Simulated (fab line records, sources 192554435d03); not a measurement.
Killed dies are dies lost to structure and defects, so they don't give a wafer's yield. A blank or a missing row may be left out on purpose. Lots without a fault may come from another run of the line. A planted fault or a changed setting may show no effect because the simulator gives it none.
Chamber matching | flow n5_finfet | N5_WELL_APT_DESCUM_13 on rie_diel-01: 4 sister chambers
The step chemistry O2, time 7.9 s. 4 wafers are shown with their chamber, then 11 later ones without.

WAFERS WITH THEIR CHAMBER
wafer  | chamber | showerhead_plenum_p_Torr (Torr)
L078.4 | 0       | 2.13
L089.4 | 1       | 2.13
L091.5 | 3       | 2.08
L092.3 | 2       | 2.12

WAFERS WITHOUT THEIR CHAMBER
wafer  | showerhead_plenum_p_Torr (Torr)
L092.5 | 2.12
L092.6 | 2.08
L093.2 | 2.08
L093.3 | 2.12
L093.4 | 2.12
L095.2 | 2.07
L095.5 | 2.12
L095.6 | 2.07
L097.3 | 2.12
L097.4 | 2.12
L097.5 | 2.13

WHICH CHAMBER EACH WENT THROUGH
wafer  | from the rows above     | in truth
L092.5 | 2                       | 2
L092.6 | 3                       | 3
L093.2 | 3                       | 3
L093.3 | 2                       | 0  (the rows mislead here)
L093.4 | 2                       | 2
L095.2 | 3                       | 3
L095.5 | 2                       | 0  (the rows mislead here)
L095.6 | 3                       | 3
L097.3 | 2                       | 2
L097.4 | 2                       | 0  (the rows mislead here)
L097.5 | can't be placed: 0 or 1 | 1
Placed correctly: 7 of 11. Can't be placed from these rows: 1 (the true chamber is among the candidates in 1). Placed wrongly: 3.
How it was worked out, from the rows above alone: a wafer's distance from a chamber is the root of the sum, over the readings, of the square of ((its reading less the chamber's mean) divided by the reading's scatter). The wafer belongs to the nearest chamber; if the next one is less than 2 further off, it can't be placed. A chamber's mean is the mean of its shown wafers. The scatter: with one shown wafer a chamber, the root of the mean of the squares of how far each hidden wafer lies from its nearest shown one.
